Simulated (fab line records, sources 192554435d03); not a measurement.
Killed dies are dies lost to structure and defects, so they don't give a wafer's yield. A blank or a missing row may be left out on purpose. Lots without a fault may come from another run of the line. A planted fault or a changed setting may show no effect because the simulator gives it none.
fab line records | flow n5_finfet
record lots=5 wafers=14 last_day=17
route steps=1938 shown SDB@352 BEOL_M4@1111
lots that met no fault: from a run of the same line without faults
start_h: hours from the record's first day to the start of the lot's first wafer shown | wait_h: hours since the lot's step before | " the same as in the row above | L1.1+2: a row that stands for several wafers | - no value, or no start given | * or withheld: withheld | < > ~ a bound
route shown NAME@n: a module of which the file shows steps, and the number in the route of the first | usual: mean/standard deviation of fault-free wafers | same: alike in all rows | chamber/n: place in a boat | sites: the reading at each site | _std_site: their standard deviation | _edge_site: outer sites' mean less inner sites' | radius_mm: how far each site lies from the wafer's centre | mask NAME#n: copy n | behind: the tool/chamber that last shaped the wafer | hold: why the lot was held/for how many hours/how that ended | device: the transistor (n, p or np) that didn't switch | end of line: the same wafers' tests at the end of the route | a step without rows: its recipe alone | killed: dies lost to structure and defects at the first sort, not the wafer's yield | map: a wafer's dies, x killed, . not, _ none there
set.NAME: the setting as run; set.NAME@STEP: as run at that earlier step | model.NAME: the simulator's own value behind a step, which no gauge read
lots at some steps of the route; a table a step, a row a wafer
services: from which hour (start_h, from the record's first day; less than 0 if before it) a tool's chamber was out of use, for how many hours, and why
## steps
# step N5_SDB_SOFTBAKE_06
# recipe temp_c=110 time_s=60 resist=CAR-ArF
# step N5_SDB_EXPOSE_08
# recipe mask_id=SDB na=1.35 source_shape=conventional sigma_outer=0.5 polarization=unpolarized dose_mj=49.6
# step N5_SDB_PEB_09
# recipe peb_temp_c=withheld peb_time_s=60 resist=CAR-ArF
# step N5_SDB_DEVELOP_10
# recipe develop_time_s=30 developer=TMAH resist=CAR-ArF rinse_liquid=diw dry=air_spin dev_temp_c=23
# step N5_SDB_CD_MEAS_11
# recipe target_cd_nm=50 landing_energy_ev=500 detector=se_inlens polarity=opening
# usual cd_nm=50.5/1
# same landing_energy_ev=500
# columns lot.wafer tool chamber start_h wait_h cd_nm
L309.1 cd_sem-02 0 75.68 - 50.3
L309.3 " 0 " " 51.3
L309.4 " 0 " " 51.6
L310.1 cd_sem-01 0 84.72 - 51.0
L310.3 " 0 " " 51.4
L310.4 " 0 " " 50.4
L313.2 cd_sem-02 0 101.64 - 50.4
L313.3 " 0 " " 50.1
L313.6 " 0 " " 49.9
L324.5 cd_sem-03 0 166.60 - 49.8
L324.6 " 0 " " 49.7
L330.1 cd_sem-03 0 203.26 - 50.8
L330.4 " 0 " " 49.4
L330.5 " 0 " " 49.2
# step N5_SDB_OVL_MEAS_12
# recipe points_per_wafer=44
# usual SDB_OVL=0.1/0.83
# columns lot.wafer tool chamber start_h wait_h SDB_OVL[nm]
L309.1 overlay-01 0 75.71 0.0 1.3
L309.3 " 0 " " 1.6
L309.4 " 0 " " 0.4
L310.1 overlay-02 0 84.75 0.0 -1.1
L310.3 " 0 " " -0.5
L310.4 " 0 " " 0.6
L313.2 overlay-01 0 101.67 0.0 -1.4
L313.3 " 0 " " -0.2
L313.6 " 0 " " -1.7
L324.5 overlay-02 0 166.62 0.0 -0.7
L324.6 " 0 " " -0.9
L330.1 overlay-01 0 203.29 0.0 0.7
L330.4 " 0 " " 0.9
L330.5 " 0 " " 1.1
# step N5_SDB_INSPECT_13
# recipe mode=adi inspect_instrument=brightfield
# usual raw_defect_count=65/25
# columns lot.wafer tool chamber start_h wait_h raw_defect_count
L309.1 defect_inspect-01 - 75.74 0.0 47
L309.3 " - " " 63
L309.4 " - " " 34
L310.1 defect_inspect-01 - 84.78 0.0 56
L310.3 " - " " 53
L310.4 " - " " 78
L313.2 defect_inspect-01 - 101.70 0.0 90
L313.3 " - " " 61
L313.6 " - " " 117
L324.5 defect_inspect-02 - 166.65 0.0 66
L324.6 " - " " 80
L330.1 defect_inspect-01 - 203.31 0.0 41
L330.4 " - " " 53
L330.5 " - " " 114
# step N5_SDB_DESCUM_16
# recipe chemistry=O2 time_s=7.9 source_power_w=50 bias_power_w=20 pressure_mtorr=20 rf_frequency_hz=2.712e+07 temp_c=40 resist=CAR-ArF o2_flow_sccm=225
# usual drypump_motor_current_A=5.7/0.38 oes_product_au=0.77/0.087 rf_vpp_V=243.2/1.4 showerhead_plenum_p_Torr=2.09/0.067 temp_c=40.02/0.12 throttle_valve_pct=20.57/0.21
# same time_s=7.9
# columns lot.wafer tool chamber start_h wait_h drypump_motor_current_A oes_product_au rf_hours_counter_h rf_vpp_V showerhead_plenum_p_Torr temp_c throttle_valve_pct
L309.1 rie_diel-04 3 75.77 0.0 5.7 0.75 166 243.0 2.09 40.00 20.66
L309.3 " 0 " " 6.2 0.82 69 242.8 2.04 40.04 20.42
L309.4 " 1 " " 5.4 0.96 18 245.0 2.13 39.89 20.33
L310.1 rie_diel-02 2 85.11 0.3 5.0 0.75 165 242.7 2.10 39.92 20.48
L310.3 " 0 " " 5.3 0.97 8 245.0 2.11 39.85 20.41
L310.4 " 3 " " 5.7 0.90 24 245.6 2.25 39.86 20.49
L313.2 rie_diel-06 0 102.33 0.6 5.9 0.67 242 243.9 2.13 40.27 20.47
L313.3 " 3 " " 5.9 0.70 213 243.7 2.07 40.15 20.97
L313.6 " 3 " " 5.9 0.70 - 241.3 2.07 40.04 20.98
L324.5 rie_diel-04 1 166.70 0.0 5.4 0.89 - 243.0 2.12 40.01 20.38
L324.6 " 2 " " 6.4 0.73 - 241.1 1.99 39.92 20.33
L330.1 rie_diel-06 2 203.34 0.0 5.3 0.72 223 241.0 1.98 40.09 20.66
L330.4 " 2 " " 5.3 0.71 - 242.5 1.98 39.98 20.67
L330.5 " 3 " " 6.0 0.68 - 240.5 2.05 40.03 21.05
# step N5_SDB_ETCH_17
# recipe chemistry=CF4 target=SiARC target_depth_a=234 mask_material=CAR-ArF time_s=39 ion_energy_ev=80 pressure_mtorr=40 source_w=545 bias_w=36 Ar_flow_sccm=100 cf4_flow_sccm=100 ends=cleared
# usual drypump_motor_current_A=5.7/0.38 etch_rf_on_time_s=38.9/0.95 oes_product_au=0.66/0.073 rf_vpp_V=184.1/1 showerhead_plenum_p_Torr=2.14/0.061 throttle_valve_pct=15.76/0.23
# columns lot.wafer tool chamber start_h wait_h drypump_motor_current_A etch_rf_on_time_s oes_product_au rf_hours_counter_h rf_vpp_V showerhead_plenum_p_Torr throttle_valve_pct
L309.1 rie_diel-04 3 75.81 0.0 5.7 38.8 0.64 166 183.4 2.15 15.93
L309.3 " 0 " " 6.1 39.2 0.70 69 184.1 2.09 15.55
L309.4 " 1 " " 5.4 36.9 0.82 18 185.5 2.17 15.48
L310.1 rie_diel-02 2 85.14 0.0 5.0 38.9 0.64 165 183.6 2.15 15.73
L310.3 " 0 " " 5.3 38.6 0.81 8 183.8 2.20 15.69
L310.4 " 3 " " 5.7 37.6 0.78 24 185.9 2.26 15.35
L313.2 rie_diel-06 0 102.36 0.0 6.0 37.6 0.59 242 184.9 2.18 15.74
L313.3 " 3 " " 6.0 39.9 0.60 213 183.4 2.12 16.17
L313.6 " 3 " " 6.0 39.5 0.60 - 182.1 2.12 16.17
L324.5 rie_diel-04 1 166.73 0.0 5.4 37.6 0.76 - 184.5 2.16 15.54
L324.6 " 2 " " 6.4 39.5 0.63 - 182.4 2.04 15.60
L330.1 rie_diel-06 2 203.38 0.0 5.3 38.3 0.61 223 182.6 2.04 15.87
L330.4 " 2 " " 5.3 38.7 0.61 - 183.1 2.04 15.88
L330.5 " 3 " " 5.9 40.2 0.58 - 184.6 2.10 16.25
# step N5_SDB_ETCH_18
# recipe chemistry=N2/H2 target=SOC target_depth_a=1000 overetch_a=200 mask_material=SiARC temp_c=40 time_s=150 ion_energy_ev=200 pressure_mtorr=30 source_w=840 bias_w=150 n2_flow_sccm=200 h2_flow_sccm=200
# usual drypump_motor_current_A=5.7/0.38 oes_product_au=0.69/0.071 rf_vpp_V=523.8/2.5 showerhead_plenum_p_Torr=2.54/0.077 temp_c=40.00/0.11 throttle_valve_pct=17.95/0.21
# same time_s=150
# columns lot.wafer tool chamber start_h wait_h drypump_motor_current_A oes_product_au rf_hours_counter_h rf_vpp_V showerhead_plenum_p_Torr temp_c throttle_valve_pct
L309.1 rie_diel-04 3 75.84 0.0 5.7 0.68 166 524.8 2.53 40.12 18.07
L309.3 " 0 " " 6.1 0.73 69 521.7 2.46 40.13 17.61
L309.4 " 1 " " 5.4 0.84 18 526.3 2.59 39.94 17.81
L310.1 rie_diel-02 2 85.18 0.0 5.0 0.67 165 523.9 2.53 40.05 17.83
L310.3 " 0 " " 5.3 0.85 8 524.9 2.61 39.98 17.94
L310.4 " 3 " " 5.8 0.80 24 528.5 2.70 39.89 17.69
L313.2 rie_diel-06 0 102.40 0.0 6.0 0.61 242 525.0 2.59 39.94 17.90
L313.3 " 3 " " 5.9 0.64 213 522.0 2.52 39.93 18.34
L313.6 " 3 " " 5.9 0.65 - 522.1 2.52 39.98 18.34
L324.5 rie_diel-04 1 166.81 0.1 5.4 0.79 - 525.8 2.58 39.98 17.85
L324.6 " 2 " " 6.4 0.66 - 519.9 2.44 40.13 17.82
L330.1 rie_diel-06 2 203.42 0.0 5.3 0.63 223 520.5 2.41 39.85 18.09
L330.4 " 2 " " 5.3 0.64 - 520.6 2.41 40.07 18.10
L330.5 " 3 " " 5.9 0.62 - 521.8 2.50 40.02 18.43
# step N5_SDB_STRIP_19
# recipe chemistry=N2/H2 temp_c=40 n2_flow_sccm=200 h2_flow_sccm=200 rf_frequency_hz=6e+07
# step N5_SDB_STRIP_21
# recipe chemistry=CF4 resist=SiARC power_w=300 bias_power_w=75 pressure_mtorr=50 cf4_flow_sccm=150 rf_frequency_hz=6e+07
# usual drypump_motor_current_A=5.7/0.39 oes_product_au=0.76/0.078 rf_vpp_V=271.1/1.4 showerhead_plenum_p_Torr=1.79/0.053 throttle_valve_pct=13.72/0.23
# columns lot.wafer tool chamber start_h wait_h drypump_motor_current_A oes_product_au rf_hours_counter_h rf_vpp_V showerhead_plenum_p_Torr throttle_valve_pct
L309.1 rie_diel-04 3 75.98 0.0 5.6 0.74 166 271.1 1.81 13.90
L309.3 " 0 " " 6.1 0.81 69 269.1 1.75 13.48
L309.4 " 1 " " 5.4 0.93 18 271.2 1.82 13.44
L310.1 rie_diel-02 2 85.32 0.0 5.0 0.74 165 271.1 1.80 13.71
L310.3 " 0 " " 5.3 0.93 8 272.1 1.84 13.59
L310.4 " 3 " " 5.8 0.88 24 273.8 1.88 13.30
L313.2 rie_diel-06 0 102.54 0.0 5.9 0.68 242 273.3 1.82 13.73
L313.3 " 3 " " 5.9 0.70 213 271.5 1.76 14.10
L313.6 " 3 " " 5.9 0.70 - 271.0 1.76 14.10
L324.5 rie_diel-04 1 166.90 0.0 5.4 0.88 - 271.9 1.81 13.50
L324.6 " 2 " " 6.3 0.72 - 269.7 1.71 13.60
L330.1 rie_diel-06 2 203.55 0.0 5.2 0.71 223 268.1 1.69 13.80
L330.4 " 2 " " 5.3 0.71 - 269.3 1.69 13.81
L330.5 " 3 " " 5.9 0.67 - 270.3 1.75 14.22
# step N5_SDB_HM_OPEN_20
# recipe chemistry=CH3F/O2 target=SiNx mask_material=SOC target_depth_a=240 stop_on=poly-Si over_etch_frac=0.4 ion_energy_ev=120 pressure_mtorr=30 source_w=395 bias_w=73 Ar_flow_sccm=150 CH3F_flow_sccm=30 O2_flow_sccm=20
# usual drypump_motor_current_A=5.7/0.38 oes_f_703_au=0.78/0.083 oes_product_au=0.63/0.065 rf_vpp_V=296/4 showerhead_plenum_p_Torr=2.00/0.058 throttle_valve_pct=16.52/0.24
# columns lot.wafer tool chamber start_h wait_h drypump_motor_current_A oes_f_703_au oes_product_au rf_hours_counter_h rf_vpp_V showerhead_plenum_p_Torr throttle_valve_pct model.SOC_of_SDB_COAT_03.thk_nm
L309.1 rie_diel-04 3 76.00 0.0 5.7 0.74 0.60 166 302 2.00 16.61 84
L309.3 " 0 " " 6.1 0.80 0.66 69 298 1.96 16.31 84
L309.4 " 1 " " 5.4 0.97 0.78 18 300 2.03 16.22 83.6
L310.1 rie_diel-02 2 85.34 0.0 5.0 0.75 0.61 165 293 2.01 16.43 84
L310.3 " 0 " " 5.3 0.93 0.76 8 298 2.06 16.45 83.2
L310.4 " 3 " " 5.8 0.94 0.75 24 293 2.12 16.16 83.4
L313.2 rie_diel-06 0 102.56 0.0 5.9 0.72 0.55 242 294 2.05 16.48 84
L313.3 " 3 " " 5.9 0.71 0.59 213 297 1.99 16.97 84.4
L313.6 " 3 " " 5.9 0.70 0.59 - 297 1.99 16.99 84.4
L324.5 rie_diel-04 1 166.94 0.0 5.4 0.90 0.72 - 299 2.02 16.28 83.6
L324.6 " 2 " " 6.4 0.72 0.61 - 296 1.91 16.33 87.2
L330.1 rie_diel-06 2 203.57 0.0 5.3 0.74 0.58 223 293 1.92 16.69 84.8
L330.4 " 2 " " 5.3 0.74 0.59 - 292 1.92 16.71 84.4
L330.5 " 3 " " 5.9 0.67 0.57 - 297 1.97 17.07 84.8
# step N5_SDB_STRIP_22
# recipe chemistry=N2/H2 power_w=1000 temp_c=250 h2_frac=0.65 overash_fraction=0.3 pressure_mtorr=withheld n2_flow_sccm=1750 h2_flow_sccm=3250
# usual drypump_motor_current_A=6.1/0.46 heater_power_w=348/26 oes_product_au=0.715/0.0047 strip_time_to_endpoint_s=96.3/0.4 temp_c=250.01/0.19
# columns lot.wafer tool chamber start_h wait_h drypump_motor_current_A heater_power_w oes_product_au rf_hours_counter_h strip_time_to_endpoint_s temp_c
L309.1 plasma_asher-01 1 76.08 0.1 6.6 342 0.715 34 96.2 250.48
L309.3 " 1 " " 6.6 344 0.721 - 96.3 250.30
L309.4 " 0 " " 6.3 377 0.713 - 95.8 250.03
L310.1 plasma_asher-01 1 85.42 0.1 6.6 340 0.724 36 96.2 249.86
L310.3 " 1 " " 6.6 352 0.721 - 95.4 250.09
L310.4 " 0 " " 6.3 390 0.722 - 95.7 250.10
L313.2 plasma_asher-01 0 102.71 0.1 6.3 398 0.714 39 96.2 249.68
L313.3 " 1 " " 6.6 351 0.716 - 96.6 250.02
L313.6 " 0 " " 6.3 403 0.713 - 96.5 249.79
L324.5 plasma_asher-01 0 167.07 0.1 6.3 384 0.711 - 95.9 250.08
L324.6 " 1 " " 6.6 345 0.716 - 99.3 250.18
L330.1 plasma_asher-01 1 203.65 0.1 6.6 342 0.721 59 96.9 250.22
L330.4 " 1 " " 6.6 342 0.709 - 96.7 250.19
L330.5 " 0 " " 6.3 378 0.708 - 97.0 249.88
# step N5_SDB_PRECLEAN_23
# recipe chemistry=dHF time_s=30 temp_c=25 dilution=withheld
# step N5_BEOL_M4_RC_MEAS_101
# usual DIBL_N=36.3/1.6 DIBL_P=36.2/2.1 IOFF_N=0.16/0.031 IOFF_P=0.21/0.034 ION_N=673/11 ION_P=461/7.4 SS_N=71.6/0.55 SS_P=73.3/0.66 VT_N=251/3.2 VT_P=-251/3.5
# columns lot.wafer tool chamber start_h wait_h DIBL_N[mV/V] DIBL_P[mV/V] IOFF_N[nA/um] IOFF_P[nA/um] ION_N[uA/um] ION_P[uA/um] SS_N[mV/dec] SS_P[mV/dec] VT_N[mV] VT_P[mV]
L309.1 prober-02 0 163.10 0.0 34.0 35.9 0.15 0.20 683 466 70.8 72.9 250 -253
L309.3 " 0 " " 36.2 37.4 0.18 0.22 682 456 71.5 73.7 249 -251
L309.4 " 0 " " 36.6 39.3 0.19 0.25 669 461 71.9 73.8 247 -249
L310.1 prober-01 0 179.89 0.0 35.8 34.9 0.15 0.18 668 454 72.2 72.9 254 -252
L310.3 " 0 " " 35.2 35.2 0.14 0.18 666 459 71.4 73.5 252 -253
L310.4 " 0 " " 35.5 36.0 0.16 0.20 672 459 71.9 73.0 249 -251
L313.2 prober-01 0 193.02 0.2 35.0 34.1 0.14 0.19 672 462 71.0 72.7 250 -249
L313.3 " 0 " " 38.4 39.1 0.21 0.28 685 472 71.8 74.4 246 -246
L313.6 " 0 " " 37.5 37.5 0.19 0.24 679 470 71.8 73.2 246 -246
L324.5 prober-02 0 254.43 0.6 37.1 35.0 0.15 0.21 674 469 71.2 73.6 250 -252
L324.6 " 0 " " 35.9 32.7 0.13 0.17 658 452 71.4 72.9 255 -255
L330.1 prober-01 0 297.85 0.0 35.5 35.7 0.15 0.17 680 464 71.4 72.9 250 -256
L330.4 " 0 " " 37.2 38.6 0.20 0.23 682 467 71.6 74.1 247 -250
L330.5 " 0 " " 38.1 39.8 0.20 0.25 686 470 72.0 74.1 247 -250
## services
# columns tool chamber start_h hours kind
rie_diel-02 3 55.90 7.6 repair
rie_diel-02 0 75.70 2.6 repair
rie_diel-06 2 87.77 25.7 repair
rie_diel-06 1 88.98 2.9 repair
rie_diel-02 3 89.46 1.7 repair
rie_diel-06 1 102.88 93.9 repair
rie_diel-04 3 109.30 9.0 repair
rie_diel-02 1 162.23 15.8 repair
rie_diel-02 - 192.75 0.2 repair
rie_diel-06 0 198.38 - clean
rie_diel-06 0 198.38 - consumable_replace:focus_ring
rie_diel-06 0 198.38 20.0 scheduled_down
rie_diel-06 0 198.38 20.0 vent_cycle
plasma_asher-01 - 200.40 1.0 repair
## key
first_sign step=N5_SDB_STRIP_22 reading=strip_time_to_endpoint_s direction=up sigmas=7.5 usual=* struck=*
effect none on later readings
model_effect step=N5_SDB_HM_OPEN_20 value=SOC_of_SDB_COAT_03.thk_nm without=84.6 struck=87.2
met_at N5_SDB_HM_OPEN_20
struck_wafers L324.6
sort_left_out L324.6
onset_between 76.00 166.94
fault kind=process_parameter_drift tool=rie_diel-04 chamber=- onset_h=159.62 steps=N5_SDB_HM_OPEN_20 channel=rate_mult offset=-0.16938 shape=step end_h=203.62 scope=struck_wafers_only
# sort_left_out: the simulated sort isn't trusted on such a fault, so these wafers' sort isn't shown, and their yield isn't known
